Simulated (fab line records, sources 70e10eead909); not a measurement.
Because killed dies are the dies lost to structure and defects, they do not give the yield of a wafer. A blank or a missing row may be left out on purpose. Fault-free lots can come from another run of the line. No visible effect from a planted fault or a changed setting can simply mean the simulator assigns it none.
fab line records	flow nand-harc
record: lots: 24	wafers: 72	last-day: 24
route steps=1159 shown A_BLC@982 A_M0@1005 A_M1@1039
lots with no fault: from the same line, run without faults
start-h: start of the lot's first displayed wafer, in hours after the record's first day	wait-h: how many hours have passed since the lot's step before this one	" unchanged from the row above	L1.1+2: a single row standing in for several wafers	- no value present, or no start provided	* or withheld: withheld	< > ~ a bound
route shown NAME@n: a module of which the file shows steps, and the number in the route of the first	usual: average and standard deviation across the fault-free wafers	same: alike in all rows	chamber/n: place in a boat	sites: each site's reading	_std_site: the standard deviation of these	_edge_site: outer sites' mean less inner sites'	radius-mm: for every site, how far away it sits from the centre of the wafer	mask NAME#n: copy n	behind: the tool/chamber that last shaped the wafer	hold: cause of the lot's hold/its duration in hours/its outcome	device: the n, p or np transistor that did not switch	end of line: at the end of the route, the tests of the same wafers	where a step has no rows: the recipe by itself	killed: count of dies lost to structure and defects at first sort (not the wafer's yield)	map: a wafer's dies, marking killed ones x, the rest . and places with no die _
set.NAME: the setting as run; set.NAME@STEP: as run at that earlier step	model.NAME: the simulator's own value behind a step, which no gauge read
the route's steps for a sample of lots (tables are steps, rows are wafers)
services: a tool's chamber out of use, with start hour (start-h, from the record's first day; less than 0 if before it), hours out, and reason
== steps ==
step: NHARC_A_BLC_STRIP_29
recipe: cf4-flow-sccm: 150	ar-flow-sccm: 0	bias-w: 0	chemistry: CF4
usual: drypump-motor-current-A: 5.6/0.49	oes-product-au: 1.002/0.0081	rf-vpp-V: 59.4/0.83	showerhead-plenum-p-Torr: 1.76/0.085	throttle-valve-pct: 13.285/0.0086
lot.wafer	tool	chamber	start-h	wait-h	drypump-motor-current-A	oes-product-au	rf-hours-counter-h	rf-vpp-V	showerhead-plenum-p-Torr	throttle-valve-pct
L074.1	rie-diel-08	0	394.37	0.1	6.5	1.003	7	58.7	1.84	13.280
L074.3	"	2	"	"	5.4	1.000	8	58.2	1.65	13.283
L074.6	"	0	"	"	6.5	0.998	-	59.1	1.84	13.302
L078.1	rie-diel-10	0	403.57	0.1	5.0	1.005	6	57.8	1.68	13.296
L078.4	"	2	"	"	5.8	0.996	5	59.4	1.74	13.294
L078.6	"	0	"	"	4.9	1.008	-	58.1	1.68	13.279
L075.3	rie-diel-10	0	403.98	0.1	4.9	1.009	6	60.7	1.68	13.282
L075.6	"	3	"	"	6.0	0.989	-	59.1	1.88	13.278
L075.5	"	0	"	"	4.9	1.003	-	59.2	1.68	13.304
L076.4	rie-diel-10	0	405.65	0.1	4.9	1.013	6	58.7	1.68	13.286
L076.2	"	1	"	"	4.9	1.018	5	60.0	1.78	13.283
L076.5	"	3	"	"	6.0	0.995	-	59.3	1.88	13.285
L080.2	rie-diel-10	2	406.08	0.1	5.8	1.000	5	58.7	1.74	13.279
L080.1	"	0	"	"	5.0	1.004	6	59.1	1.68	13.284
L080.6	"	1	"	"	4.9	1.023	-	59.7	1.78	13.274
L079.4	rie-diel-02	1	412.21	0.1	6.0	1.003	29	59.5	1.74	13.290
L079.1	"	3	"	"	5.7	1.008	30	58.9	1.77	13.281
L079.6	"	2	"	"	5.8	1.015	-	58.9	1.66	13.290
L077.4	rie-diel-08	3	413.20	0.1	5.6	0.993	11	58.8	1.67	13.294
L077.2	"	0	"	"	6.4	1.004	10	61.2	1.83	13.278
L077.6	"	2	"	"	5.4	0.989	-	59.0	1.65	13.279
L081.3	rie-diel-02	0	439.40	0.1	5.1	1.016	39	60.2	1.90	13.282
L081.2	"	3	"	"	5.7	1.004	39	59.9	1.77	13.290
L081.4	"	2	"	"	5.8	1.001	-	57.6	1.65	13.291
L082.4	rie-diel-10	0	439.89	0.1	5.0	1.010	11	59.3	1.68	13.284
L082.3	"	1	"	"	4.9	1.021	10	59.7	1.78	13.293
L082.6	"	1	"	"	4.9	1.014	-	59.4	1.78	13.285
L083.1	rie-diel-10	1	449.92	0.1	4.9	1.019	10	60.7	1.78	13.271
L083.5	"	2	"	"	5.7	1.000	-	59.7	1.73	13.293
L083.6	"	3	"	"	6.1	1.000	-	61.0	1.88	13.290
L085.4	rie-diel-10	2	459.39	0.1	5.7	1.000	10	59.1	1.73	13.282
L085.2	"	3	"	"	6.0	0.998	11	61.0	1.88	13.297
L085.6	"	1	"	"	4.9	1.009	-	59.7	1.78	13.284
L084.1	rie-diel-10	2	461.16	0.1	5.7	0.997	10	58.9	1.73	13.285
L084.5	"	3	"	"	6.0	0.991	-	59.5	1.88	13.275
L084.6	"	0	"	"	4.9	0.996	-	58.5	1.68	13.285
L087.3	rie-diel-08	3	467.60	0.1	5.6	0.993	16	59.6	1.67	13.275
L087.4	"	1	"	"	5.4	0.996	17	60.2	1.87	13.280
L087.5	"	0	"	"	6.4	1.007	-	59.1	1.83	13.299
L088.4	rie-diel-08	0	478.80	0.1	6.4	1.008	16	58.8	1.83	13.281
L088.1	"	3	"	"	5.6	0.985	17	59.2	1.67	13.297
L088.6	"	0	"	"	6.4	1.007	-	60.9	1.83	13.285
L086.1	rie-diel-02	1	485.60	0.1	6.0	1.000	38	59.2	1.73	13.276
L086.2	"	2	"	"	5.9	1.009	52	58.0	1.65	13.286
L086.3	"	3	"	"	5.7	1.002	58	58.3	1.77	13.271
L089.4	rie-diel-10	0	486.51	0.1	5.0	1.001	16	60.2	1.68	13.286
L089.3	"	1	"	"	4.9	1.002	14	58.3	1.78	13.295
L089.6	"	3	"	"	6.0	0.997	-	58.6	1.88	13.259
L090.2	rie-diel-08	1	494.71	0.1	5.4	1.003	1	58.1	1.87	13.290
L090.4	"	2	"	"	5.4	1.001	1	58.3	1.64	13.273
L090.5	"	3	"	"	5.6	0.996	-	58.4	1.67	13.304
L092.4	rie-diel-10	1	504.36	0.1	4.9	1.014	17	59.9	1.77	13.293
L092.1	"	3	"	"	6.0	1.001	16	59.4	1.88	13.260
L092.5	"	1	"	"	4.9	1.010	-	59.7	1.77	13.283
L095.2	rie-diel-10	2	504.77	0.1	5.7	0.998	16	58.8	1.73	13.291
L095.6	"	3	"	"	6.0	1.014	-	61.0	1.88	13.277
L095.5	"	0	"	"	5.0	1.004	-	60.3	1.68	13.279
L091.4	rie-diel-10	0	505.35	0.1	4.9	1.006	18	59.8	1.68	13.272
L091.3	"	2	"	"	5.7	0.998	16	58.6	1.73	13.288
L091.5	"	0	"	"	5.0	0.999	-	58.3	1.68	13.294
L094.1	rie-diel-08	0	506.20	0.1	6.4	1.000	3	58.9	1.83	13.297
L094.3	"	2	"	"	5.4	0.993	3	59.0	1.64	13.287
L094.2	"	3	"	"	5.6	1.004	3	58.4	1.67	13.292
L093.1	rie-diel-08	0	515.84	0.1	6.4	0.998	3	58.7	1.83	13.285
L093.2	"	2	"	"	5.4	1.004	3	59.2	1.64	13.298
L093.5	"	1	"	"	5.4	1.010	-	60.2	1.87	13.287
L096.1	rie-diel-08	2	525.98	0.1	5.5	0.999	4	59.3	1.64	13.291
L096.3	"	1	"	"	5.4	1.010	4	60.0	1.86	13.285
L096.5	"	2	"	"	5.5	1.001	-	58.1	1.64	13.294
L097.1	rie-diel-08	1	532.53	0.1	5.4	1.008	4	58.5	1.86	13.283
L097.5	"	0	"	"	6.4	0.994	-	59.3	1.83	13.278
L097.6	"	1	"	"	5.4	1.007	-	59.6	1.86	13.273
step: NHARC_A_M0_OVL_MEAS_10
recipe: pitch-nm: 160
usual: overlay-x-nm: 0.1/0.62	overlay-y-nm: 0.0/0.78
lot.wafer	tool	chamber	start-h	wait-h	overlay-x-nm	overlay-y-nm
L074.1	overlay-01	-	400.88	-	-0.1	1.6
L074.3	"	-	"	"	0.2	1.6
L074.6	"	-	"	"	0.3	1.3
L078.1	overlay-02	-	406.47	-	-1.0	-0.8
L078.4	"	-	"	"	-0.2	-0.9
L078.6	"	-	"	"	-0.8	-0.2
L075.3	overlay-01	-	410.76	-	-0.4	2.2
L075.5	"	-	"	"	-0.9	2.2
L075.6	"	-	"	"	-0.4	1.6
L076.2	overlay-01	-	411.22	-	0.8	0.0
L076.4	"	-	"	"	0.3	0.1
L076.5	"	-	"	"	0.1	-0.2
L080.1	overlay-02	-	411.63	-	-0.5	0.1
L080.2	"	-	"	"	0.0	-0.7
L080.6	"	-	"	"	0.1	-0.3
L079.1	overlay-02	-	415.14	-	-0.1	0.6
L079.4	"	-	"	"	-0.4	0.3
L079.6	"	-	"	"	-0.5	0.0
L077.2	overlay-01	-	416.08	-	0.6	-0.4
L077.4	"	-	"	"	1.3	-0.8
L077.6	"	-	"	"	0.7	-0.2
L081.2	overlay-02	-	442.41	-	0.3	-0.1
L081.3	"	-	"	"	0.2	-0.9
L081.4	"	-	"	"	-0.3	-0.2
L082.3	overlay-01	-	442.80	-	-0.6	-0.6
L082.4	"	-	"	"	-1.0	0.1
L082.6	"	-	"	"	-1.5	-0.3
L083.1	overlay-01	-	465.09	-	0.6	-0.7
L083.5	"	-	"	"	1.0	-0.4
L083.6	"	-	"	"	0.7	-1.4
L085.2	overlay-02	-	467.45	-	0.4	-1.8
L085.4	"	-	"	"	0.1	-1.4
L085.6	"	-	"	"	0.1	-1.9
L084.1	overlay-01	-	476.18	-	0.0	-1.3
L084.5	"	-	"	"	0.3	-0.8
L084.6	"	-	"	"	0.9	-1.0
L087.3	overlay-01	-	477.23	-	0.7	1.0
L087.4	"	-	"	"	0.6	0.3
L087.5	"	-	"	"	0.3	0.4
L088.1	overlay-01	-	484.91	-	-0.6	-0.2
L088.4	"	-	"	"	-0.3	-0.3
L088.6	"	-	"	"	-0.4	-0.1
L086.1	overlay-02	-	493.00	-	-1.1	0.1
L086.2	"	-	"	"	-1.0	-0.1
L086.3	"	-	"	"	0.0	0.5
L089.3	overlay-02	-	494.20	-	-0.2	0.0
L089.4	"	-	"	"	0.2	-0.2
L089.6	"	-	"	"	0.1	-0.2
L090.2	overlay-02	-	498.04	-	0.9	-0.5
L090.4	"	-	"	"	0.0	-1.0
L090.5	"	-	"	"	0.4	-0.3
L092.1	overlay-01	-	511.37	-	-0.1	0.9
L092.4	"	-	"	"	-0.5	1.0
L092.5	"	-	"	"	-0.3	0.9
L095.2	overlay-02	-	511.60	-	-0.5	1.0
L095.5	"	-	"	"	-0.8	0.2
L095.6	"	-	"	"	-0.3	0.9
L091.3	overlay-01	-	512.05	-	1.3	0.5
L091.4	"	-	"	"	1.2	0.1
L091.5	"	-	"	"	1.4	0.0
L094.1	overlay-01	-	515.07	-	0.5	-1.0
L094.2	"	-	"	"	0.2	-1.2
L094.3	"	-	"	"	0.5	-1.4
L093.1	overlay-02	-	518.84	-	0.1	-0.2
L093.2	"	-	"	"	0.9	0.1
L093.5	"	-	"	"	0.3	0.1
L096.1	overlay-01	-	528.79	-	0.7	-0.4
L096.3	"	-	"	"	-0.2	-0.8
L096.5	"	-	"	"	-0.2	-0.4
L097.1	overlay-02	-	539.23	-	0.1	0.8
L097.5	"	-	"	"	-0.1	0.5
L097.6	"	-	"	"	0.1	0.3
step: NHARC_A_M0_PVD_21
recipe: target-thk-a: 300	chamber-pressure-pa: 5	power-w: 5000	substrate-temp-c: 30	time-s: 20.49	material: Cu
usual: chamber-pressure-pa: 4.999/0.0099	throttle-valve-pct: 30.6/0.75
lot.wafer	tool	chamber	start-h	wait-h	chamber-pressure-pa	throttle-valve-pct
L074.3	pvd-sputter-03	-	-	-	5.004	29.7
L074.1	"	-	"	"	5.003	30.2
L074.6	"	-	"	"	5.002	29.9
L078.4	pvd-sputter-03	-	-	-	5.019	29.6
L078.1	"	-	"	"	4.988	31.2
L078.6	"	-	"	"	4.979	30.2
L075.3	pvd-sputter-01	-	-	-	5.000	29.1
L075.5	"	-	"	"	4.989	31.7
L075.6	"	-	"	"	5.016	31.3
L076.4	pvd-sputter-02	-	-	-	5.001	32.0
L076.2	"	-	"	"	5.006	30.3
L076.5	"	-	"	"	4.994	30.3
L080.1	pvd-sputter-03	-	-	-	4.998	31.4
L080.2	"	-	"	"	5.014	30.1
L080.6	"	-	"	"	5.008	30.0
L079.4	pvd-sputter-02	-	-	-	4.996	30.3
L079.1	"	-	"	"	5.001	30.0
L079.6	"	-	"	"	4.983	30.6
L077.2	pvd-sputter-02	-	-	-	5.008	30.4
L077.4	"	-	"	"	4.999	31.7
L077.6	"	-	"	"	5.007	30.6
L081.3	pvd-sputter-02	-	-	-	5.009	30.6
L081.2	"	-	"	"	4.992	31.5
L081.4	"	-	"	"	4.976	30.7
L082.3	pvd-sputter-03	-	-	-	5.007	30.3
L082.4	"	-	"	"	4.992	31.1
L082.6	"	-	"	"	5.015	29.9
L083.1	pvd-sputter-02	-	-	-	5.006	30.7
L083.5	"	-	"	"	4.991	30.4
L083.6	"	-	"	"	5.004	31.5
L085.4	pvd-sputter-03	-	-	-	5.003	29.8
L085.2	"	-	"	"	4.994	30.2
L085.6	"	-	"	"	5.006	30.0
L084.1	pvd-sputter-02	-	-	-	5.007	30.2
L084.5	"	-	"	"	5.000	30.3
L084.6	"	-	"	"	5.005	30.8
L087.4	pvd-sputter-01	-	-	-	4.988	31.4
L087.3	"	-	"	"	5.017	32.1
L087.5	"	-	"	"	4.999	29.5
L088.4	pvd-sputter-03	-	-	-	4.991	30.7
L088.1	"	-	"	"	5.006	31.9
L088.6	"	-	"	"	5.001	31.9
L086.1	pvd-sputter-03	-	-	-	5.002	31.8
L086.2	"	-	"	"	4.985	30.0
L086.3	"	-	"	"	4.997	30.1
L089.3	pvd-sputter-02	-	-	-	4.983	30.2
L089.4	"	-	"	"	4.997	30.6
L089.6	"	-	"	"	5.007	30.4
L090.2	pvd-sputter-01	-	499.33	-	5.007	29.4
L090.4	"	-	"	"	5.004	32.0
L090.5	"	-	"	"	4.990	31.1
L092.4	pvd-sputter-02	-	-	-	5.005	30.5
L092.1	"	-	"	"	4.993	30.4
L092.5	"	-	"	"	4.985	30.2
L095.2	pvd-sputter-03	-	-	-	4.985	30.2
L095.6	"	-	"	"	5.011	29.9
L095.5	"	-	"	"	4.991	30.5
L091.4	pvd-sputter-02	-	-	-	4.996	30.1
L091.3	"	-	"	"	5.007	30.4
L091.5	"	-	"	"	5.005	32.1
L094.3	pvd-sputter-02	-	-	-	4.992	31.4
L094.1	"	-	"	"	5.000	30.3
L094.2	"	-	"	"	4.999	30.5
L093.2	pvd-sputter-02	-	-	-	5.001	30.3
L093.1	"	-	"	"	4.982	30.5
L093.5	"	-	"	"	5.016	31.9
L096.3	pvd-sputter-01	-	-	-	5.004	31.8
L096.1	"	-	"	"	5.000	31.4
L096.5	"	-	"	"	4.992	29.2
L097.1	pvd-sputter-02	-	-	-	4.980	31.6
L097.6	"	-	"	"	5.007	30.2
L097.5	"	-	"	"	4.993	30.6
step: NHARC_A_M0_ANNEAL_30
recipe: temp-c: 225	time-s: 90
usual: wafer_temp_C_max: 226.3/0.33
lot.wafer	tool	chamber	start-h	wait-h	wafer_temp_C_max
L074.1	rtp-anneal-02	0	402.75	-	225.9
L074.3	"	0	"	"	226.5
L074.6	"	0	"	"	225.9
L078.1	rtp-anneal-01	0	408.27	-	226.7
L078.4	"	0	"	"	226.5
L078.6	"	0	"	"	226.4
L075.3	rtp-anneal-01	0	412.75	0.4	226.6
L075.5	"	0	"	"	226.5
L075.6	"	0	"	"	226.7
L076.2	rtp-anneal-01	0	413.02	-	226.4
L076.4	"	0	"	"	226.6
L076.5	"	0	"	"	226.5
L080.1	rtp-anneal-02	0	413.41	-	225.5
L080.2	"	0	"	"	226.3
L080.6	"	0	"	"	225.9
L079.1	rtp-anneal-02	0	416.91	0.3	226.0
L079.4	"	0	"	"	225.8
L079.6	"	0	"	"	226.2
L077.2	rtp-anneal-01	0	417.93	0.4	226.6
L077.4	"	0	"	"	226.4
L077.6	"	0	"	"	227.2
L081.2	rtp-anneal-01	0	444.33	-	226.6
L081.3	"	0	"	"	226.1
L081.4	"	0	"	"	226.5
L082.3	rtp-anneal-02	0	444.69	-	226.1
L082.4	"	0	"	"	226.1
L082.6	"	0	"	"	226.2
L083.1	rtp-anneal-02	0	466.89	0.3	226.4
L083.5	"	0	"	"	226.0
L083.6	"	0	"	"	226.1
L085.2	rtp-anneal-01	0	469.30	-	226.3
L085.4	"	0	"	"	226.6
L085.6	"	0	"	"	226.6
L084.1	rtp-anneal-02	0	477.95	0.3	226.8
L084.5	"	0	"	"	226.2
L084.6	"	0	"	"	226.2
L087.3	rtp-anneal-02	0	479.12	-	225.9
L087.4	"	0	"	"	226.1
L087.5	"	0	"	"	226.1
L088.1	rtp-anneal-01	0	486.66	-	226.6
L088.4	"	0	"	"	226.7
L088.6	"	0	"	"	226.2
L086.1	rtp-anneal-02	0	494.74	-	226.2
L086.2	"	0	"	"	226.0
L086.3	"	0	"	"	225.7
L089.3	rtp-anneal-01	0	496.09	-	226.0
L089.4	"	0	"	"	226.7
L089.6	"	0	"	"	226.6
L090.2	rtp-anneal-02	0	499.87	-	226.0
L090.4	"	0	"	"	225.8
L090.5	"	0	"	"	225.8
L092.1	rtp-anneal-01	0	513.26	-	226.3
L092.4	"	0	"	"	226.6
L092.5	"	0	"	"	226.8
L095.2	rtp-anneal-02	0	513.44	0.4	226.5
L095.5	"	0	"	"	226.5
L095.6	"	0	"	"	226.0
L091.3	rtp-anneal-01	0	514.06	-	226.7
L091.4	"	0	"	"	226.8
L091.5	"	0	"	"	225.8
L094.1	rtp-anneal-02	0	516.84	0.3	225.6
L094.2	"	0	"	"	225.7
L094.3	"	0	"	"	225.9
L093.1	rtp-anneal-01	0	520.63	0.4	226.7
L093.2	"	0	"	"	226.8
L093.5	"	0	"	"	226.7
L096.1	rtp-anneal-01	0	530.57	-	226.6
L096.3	"	0	"	"	226.7
L096.5	"	0	"	"	226.5
L097.1	rtp-anneal-02	0	541.01	-	226.2
L097.5	"	0	"	"	226.1
L097.6	"	0	"	"	226.8
step: NHARC_A_M0_THK_MEAS_24
recipe: thk-meas-gauge: xrf
usual: thk-nm: 114.1/1.7
lot.wafer	tool	chamber	start-h	wait-h	thk-nm
L074.1	film-metro-02	-	403.41	-	113.1
L074.3	"	-	"	"	112.1
L074.6	"	-	"	"	116.0
L078.1	film-metro-01	-	408.93	-	112.8
L078.4	"	-	"	"	112.0
L078.6	"	-	"	"	114.0
L075.3	film-metro-01	-	413.33	-	116.3
L075.5	"	-	"	"	113.8
L075.6	"	-	"	"	112.2
L076.2	film-metro-02	-	413.64	-	114.3
L076.4	"	-	"	"	116.2
L076.5	"	-	"	"	117.5
L080.1	film-metro-02	-	414.10	-	114.5
L080.2	"	-	"	"	111.3
L080.6	"	-	"	"	115.3
L079.1	film-metro-01	-	417.57	-	113.3
L079.4	"	-	"	"	114.6
L079.6	"	-	"	"	114.5
L077.2	film-metro-01	-	418.54	-	116.7
L077.4	"	-	"	"	117.9
L077.6	"	-	"	"	117.5
L081.2	film-metro-01	-	444.95	-	114.0
L081.3	"	-	"	"	115.1
L081.4	"	-	"	"	112.8
L082.3	film-metro-01	-	445.25	-	113.5
L082.4	"	-	"	"	112.6
L082.6	"	-	"	"	113.7
L083.1	film-metro-01	-	467.87	-	112.3
L083.5	"	-	"	"	115.3
L083.6	"	-	"	"	115.4
L085.2	film-metro-02	-	469.91	-	114.4
L085.4	"	-	"	"	112.1
L085.6	"	-	"	"	116.1
L084.1	film-metro-01	-	478.60	-	113.8
L084.5	"	-	"	"	116.4
L084.6	"	-	"	"	114.4
L087.3	film-metro-01	-	479.69	-	112.7
L087.4	"	-	"	"	113.5
L087.5	"	-	"	"	115.6
L088.1	film-metro-01	-	487.32	-	117.3
L088.4	"	-	"	"	113.5
L088.6	"	-	"	"	113.7
L086.1	film-metro-02	-	495.40	-	116.7
L086.2	"	-	"	"	111.7
L086.3	"	-	"	"	111.7
L089.3	film-metro-01	-	496.64	-	115.3
L089.4	"	-	"	"	114.3
L089.6	"	-	"	"	116.7
L090.2	film-metro-02	-	500.48	-	114.1
L090.4	"	-	"	"	115.6
L090.5	"	-	"	"	114.0
L092.1	film-metro-01	-	513.92	-	115.1
L092.4	"	-	"	"	116.0
L092.5	"	-	"	"	112.3
L095.2	film-metro-01	-	514.06	-	110.5
L095.5	"	-	"	"	113.7
L095.6	"	-	"	"	112.8
L091.3	film-metro-01	-	514.62	-	113.3
L091.4	"	-	"	"	115.3
L091.5	"	-	"	"	112.8
L094.1	film-metro-01	-	517.50	-	112.9
L094.2	"	-	"	"	113.2
L094.3	"	-	"	"	115.3
L093.1	film-metro-02	-	521.29	-	114.6
L093.2	"	-	"	"	114.3
L093.5	"	-	"	"	112.8
L096.1	film-metro-02	-	531.23	-	115.2
L096.3	"	-	"	"	113.5
L096.5	"	-	"	"	113.2
L097.1	film-metro-01	-	541.67	-	114.2
L097.5	"	-	"	"	112.1
L097.6	"	-	"	"	115.3
step: NHARC_A_M1_DESCUM_14
recipe: time-s: 3	o2-flow-sccm: 200	ar-flow-sccm: 0	bias-power-w: 0	chemistry: O2
usual: drypump-motor-current-A: 5.7/0.46	oes-product-au: 1.003/0.0085	rf-vpp-V: 57.9/0.84	showerhead-plenum-p-Torr: 1.94/0.065	throttle-valve-pct: 11.310/0.0084
lot.wafer	tool	chamber	start-h	wait-h	drypump-motor-current-A	oes-product-au	rf-hours-counter-h	rf-vpp-V	showerhead-plenum-p-Torr	throttle-valve-pct
L074.3	rie-diel-12	1	405.03	0.1	6.0	0.994	1	58.3	1.88	11.311
L074.1	"	2	"	"	6.2	0.997	1	58.1	1.88	11.309
L074.6	"	1	"	"	6.0	1.007	-	58.7	1.88	11.289
L078.4	rie-diel-01	2	410.56	0.1	6.0	0.994	7	59.1	2.02	11.302
L078.1	"	3	"	"	5.8	1.004	8	55.9	1.77	11.315
L078.6	"	2	"	"	6.0	1.004	-	58.7	2.02	11.307
L075.3	rie-diel-12	3	415.21	0.1	5.5	1.018	2	58.8	1.92	11.313
L075.6	"	1	"	"	6.0	1.001	-	57.6	1.88	11.317
L075.5	"	2	"	"	6.2	1.011	-	59.0	1.88	11.324
L076.4	rie-diel-03	1	415.34	0.1	6.0	0.994	0	59.2	1.90	11.318
L076.2	"	3	"	"	5.0	0.996	0	57.8	1.93	11.304
L076.5	"	2	"	"	6.3	0.997	-	56.4	2.04	11.319
L080.2	rie-diel-03	0	416.09	0.1	5.5	0.997	0	57.6	1.94	11.319
L080.1	"	3	"	"	5.0	0.998	0	58.4	1.93	11.313
L080.6	"	0	"	"	5.5	1.006	-	57.2	1.93	11.309
L079.1	rie-diel-01	3	419.37	0.1	5.8	1.004	9	56.0	1.77	11.300
L079.4	"	1	"	"	6.0	0.981	9	59.8	1.95	11.323
L079.6	"	3	"	"	5.9	0.994	-	57.3	1.77	11.300
L077.4	rie-diel-12	3	420.42	0.1	5.5	1.011	2	57.4	1.92	11.311
L077.2	"	1	"	"	6.0	1.009	2	58.2	1.88	11.302
L077.6	"	3	"	"	5.5	1.004	-	57.1	1.92	11.297
L081.2	rie-diel-03	2	447.13	0.1	6.3	0.996	1	58.5	2.04	11.301
L081.4	"	0	"	"	5.5	1.006	1	57.6	1.93	11.311
L081.3	"	1	"	"	5.9	1.006	1	58.9	1.90	11.300
L082.3	rie-diel-12	1	447.44	0.1	6.0	1.001	4	57.5	1.88	11.320
L082.6	"	1	"	"	6.0	0.997	-	57.1	1.88	11.311
L082.4	"	0	"	"	4.9	1.020	-	58.1	2.00	11.316
L083.1	rie-diel-03	1	469.49	0.1	6.0	1.019	1	57.3	1.90	11.305
L083.6	"	0	"	"	5.5	1.006	-	57.9	1.94	11.322
L083.5	"	1	"	"	6.0	1.003	-	57.9	1.90	11.308
L085.4	rie-diel-01	1	471.66	0.1	6.0	0.998	13	57.1	1.95	11.298
L085.2	"	0	"	"	6.1	1.006	14	57.7	2.04	11.311
L085.6	"	2	"	"	6.0	0.991	-	57.1	2.02	11.308
L084.1	rie-diel-03	1	480.41	0.1	5.9	1.011	2	57.3	1.90	11.313
L084.5	"	3	"	"	5.1	0.998	-	56.3	1.93	11.321
L084.6	"	0	"	"	5.5	1.004	-	57.0	1.93	11.309
L087.3	rie-diel-03	3	481.83	0.1	5.0	1.010	2	57.0	1.93	11.318
L087.4	"	1	"	"	6.0	1.018	2	57.9	1.90	11.304
L087.5	"	3	"	"	5.0	1.005	-	58.9	1.93	11.309
L088.1	rie-diel-01	0	489.03	0.1	6.0	1.004	14	58.6	2.04	11.310
L088.4	"	2	"	"	6.0	1.001	13	58.5	2.02	11.317
L088.6	"	0	"	"	6.1	1.014	-	57.7	2.04	11.319
L086.3	rie-diel-12	3	497.26	0.1	5.6	1.000	8	56.9	1.91	11.316
L086.1	"	0	"	"	4.9	1.016	8	56.5	2.00	11.326
L086.2	"	1	"	"	6.0	1.003	8	57.3	1.88	11.307
L089.3	rie-diel-12	0	498.43	0.1	4.9	1.014	8	58.0	2.00	11.307
L089.4	"	1	"	"	6.0	0.995	8	57.5	1.88	11.304
L089.6	"	0	"	"	4.9	0.999	-	58.6	2.00	11.313
L090.2	rie-diel-03	0	502.22	0.1	5.5	1.006	2	59.1	1.93	11.307
L090.4	"	1	"	"	5.9	1.013	2	58.3	1.90	11.319
L090.5	"	0	"	"	5.5	1.004	-	57.3	1.93	11.309
L092.1	rie-diel-03	1	515.52	0.1	6.0	1.016	3	58.2	1.90	11.321
L092.4	"	0	"	"	5.4	1.004	3	57.8	1.93	11.315
L092.5	"	2	"	"	6.3	1.000	-	59.0	2.04	11.304
L095.2	rie-diel-12	3	515.83	0.1	5.6	1.000	9	57.5	1.91	11.302
L095.6	"	2	"	"	6.2	0.997	-	57.2	1.88	11.310
L095.5	"	3	"	"	5.5	0.999	-	58.3	1.91	11.314
L091.3	rie-diel-03	1	516.41	0.1	6.0	1.002	3	58.7	1.90	11.298
L091.4	"	2	"	"	6.3	0.984	2	58.5	2.04	11.315
L091.5	"	1	"	"	5.9	0.995	-	57.2	1.90	11.314
L094.1	rie-diel-03	3	519.21	0.1	5.0	0.990	3	57.6	1.93	11.306
L094.2	"	1	"	"	5.9	1.003	3	58.4	1.90	11.297
L094.3	"	2	"	"	6.3	1.002	3	58.5	2.04	11.311
L093.2	rie-diel-12	0	523.61	0.1	4.9	1.011	10	58.0	2.00	11.296
L093.1	"	2	"	"	6.2	1.012	8	57.9	1.88	11.304
L093.5	"	3	"	"	5.5	1.005	-	57.7	1.91	11.312
L096.1	rie-diel-12	3	533.00	0.1	5.5	1.012	10	57.9	1.91	11.332
L096.3	"	0	"	"	4.9	1.017	10	58.4	2.00	11.308
L096.5	"	1	"	"	6.0	1.010	-	57.8	1.88	11.305
L097.1	rie-diel-01	1	543.41	0.1	6.0	1.012	2	58.4	1.94	11.295
L097.5	"	1	"	"	6.0	1.005	-	58.2	1.94	11.316
L097.6	"	2	"	"	6.1	1.003	-	58.0	2.02	11.318
== services ==
tool	chamber	start-h	hours	kind
rie-diel-12	-	379.40	9.0	pm
rie-diel-08	0	379.71	1.7	repair
rie-diel-03	3	388.05	6.0	repair
rie-diel-10	1	388.27	5.3	repair
rie-diel-12	2	389.20	6.1	repair
pvd-sputter-02	-	392.00	10.0	pm
rie-diel-03	-	392.30	9.0	pm
rie-diel-12	0	425.18	3.9	repair
pvd-sputter-02	-	436.22	5.5	repair
rie-diel-08	0	442.76	4.8	repair
rie-diel-12	2	446.16	5.8	repair
pvd-sputter-03	-	458.07	10.0	pm
rie-diel-10	1	459.71	2.5	repair
rie-diel-03	2	462.23	4.5	repair
rie-diel-08	-	478.86	9.0	pm
rie-diel-01	-	491.92	9.0	pm
rie-diel-03	-	496.42	2.1	repair
rie-diel-08	-	506.49	0.3	repair
rie-diel-03	2	507.46	4.2	repair
rie-diel-08	2	510.66	1.8	repair
rie-diel-10	3	510.96	4.1	repair
rie-diel-03	-	530.10	7.2	repair
rie-diel-10	-	530.50	9.0	pm
rie-diel-12	-	542.19	1.1	repair
== key ==
fault none
